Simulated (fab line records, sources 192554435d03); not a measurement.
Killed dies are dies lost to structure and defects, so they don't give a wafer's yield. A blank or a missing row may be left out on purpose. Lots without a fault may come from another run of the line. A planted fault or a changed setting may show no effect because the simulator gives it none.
A struck lot beside a sound one | flow n5_finfet | 16 steps out of a route of 1938
Sound: wafers L280.3, L280.4, L280.6. Struck: wafer L283.1. (L283.2, L283.4 of the same lot were not struck and are left out.) The cause comes at the end.
At each step with rows: each side's tool, then ch and its chambers, then its first start. Under that, the readings that differ: sound wafers | struck wafers | difference of the means | sigmas: that difference in standard deviations of wafers without a fault.
alike: readings whose means differ by less than 2 such deviations, and words and numbers that are the same on both sides. not compared: withheld readings, readings that some wafer has no value for, bounds like >300 that may hide the same value, and numbers for which the record gives no deviation and whose values overlap.
The two part at a step that has a row with sigmas, a row that says differs or no value, or rows on one side only. Numbers that don't overlap but have no deviation are shown without sigmas and don't part them. A reading that every wafer of one side lacks parts them only if that side has two wafers or more.

first, 8 steps without rows for these wafers: N5_MOL_CONTACT_COAG_COAT_76 (time 60 s, resist thk 10 nm); N5_MOL_CONTACT_COAG_COAT_77 (time 60 s, resist thk 10 nm); N5_MOL_CONTACT_COAG_COAT_78 (resist thk 40 nm); N5_MOL_CONTACT_COAG_EBR_80; N5_MOL_CONTACT_COAG_SOFTBAKE_79 (time 60 s); N5_MOL_CONTACT_COAG_EXPOSE_81 (exposes mask VG, defocus 0 nm); N5_MOL_CONTACT_COAG_PEB_82 (peb time 60 s); N5_MOL_CONTACT_COAG_DEVELOP_83 (develop time 30 s).
N5_MOL_CONTACT_COAG_CD_MEAS_84: target cd 25.1 nm.
  sound on cd_sem-02 ch 0, day 5 22:08; struck on cd_sem-03 ch 0, day 6 17:16
  reading    | sound             | struck | difference | sigmas
  cd_nm (nm) | 24.75 24.97 24.70 | 25.41  | +0.60      | +2
N5_MOL_CONTACT_COAG_OVL_MEAS_85:
  sound on overlay-01 ch 0, day 5 22:11; struck on overlay-02 ch 0, day 6 17:17
  alike: VG_OVL
N5_MOL_CONTACT_COAG_INSPECT_57: inspects for defects (brightfield).
  sound on defect_inspect-01, day 5 22:14; struck on defect_inspect-02, day 6 17:21
  alike: raw_defect_count
N5_MOL_CONTACT_COAG_DESCUM_88: chemistry O2, time 7 s.
  sound on rie_diel-05 ch 0,2,3, day 5 22:16; struck on rie_diel-05 ch 3, day 6 17:23
  alike: drypump_motor_current_A, oes_product_au, rf_vpp_V, showerhead_plenum_p_Torr, throttle_valve_pct
  not compared: rf_hours_counter_h
N5_MOL_CONTACT_COAG_ETCH_89: etches underlayer in N2/H2, target depth 13 nm, time 10.4 s.
  sound on rie_diel-05 ch 0,2,3, day 5 22:18; struck on rie_diel-05 ch 3, day 6 17:25
  reading               | sound            | struck | difference | sigmas
  etch_rf_on_time_s (s) | 10.43 10.25 9.99 | 6.09   | -4.13      | -24
  oes_product_au (a.u.) | 0.76 0.81 0.77   | 1.08   | +0.30      | +4
  alike: drypump_motor_current_A, rf_vpp_V, showerhead_plenum_p_Torr, throttle_valve_pct
  not compared: rf_hours_counter_h
N5_MOL_CONTACT_COAG_ETCH_90: etches SiARC in CF4, target depth 13 nm, time 21.7 s.
  sound on rie_diel-05 ch 0,2,3, day 5 22:19; struck on rie_diel-05 ch 3, day 6 17:26
  alike: drypump_motor_current_A, etch_rf_on_time_s, oes_product_au, rf_vpp_V, showerhead_plenum_p_Torr, throttle_valve_pct
  not compared: rf_hours_counter_h
-- the record jumps here: 3 days lie between the struck wafers' starts before and after (it left off in module MOL_CONTACT_COAG and takes up again in module BEOL_M4, whose first step shown is number 1111 of the route) --
N5_BEOL_M4_RC_MEAS_101:
  sound on prober-02 ch 0, day 8 13:30; struck on prober-02 ch 0, day 9 08:16
  reading       | sound          | struck | difference | sigmas
  ION_P (uA/um) | 464 456 456    | 474    | +15        | +2
  VT_P (mV)     | -252 -251 -254 | -245   | +7         | +2
  alike: DIBL_N, DIBL_P, IOFF_N, IOFF_P, ION_N, SS_N, SS_P, VT_N
N5_PASSIVATION_PROBE_49:
  the record has rows for the sound wafers here (prober-02, day 13 09:05) and none for the struck ones

WHERE THEY PART
First at N5_MOL_CONTACT_COAG_CD_MEAS_84; last, within this record, at N5_PASSIVATION_PROBE_49.

WHY: what the simulator had put in
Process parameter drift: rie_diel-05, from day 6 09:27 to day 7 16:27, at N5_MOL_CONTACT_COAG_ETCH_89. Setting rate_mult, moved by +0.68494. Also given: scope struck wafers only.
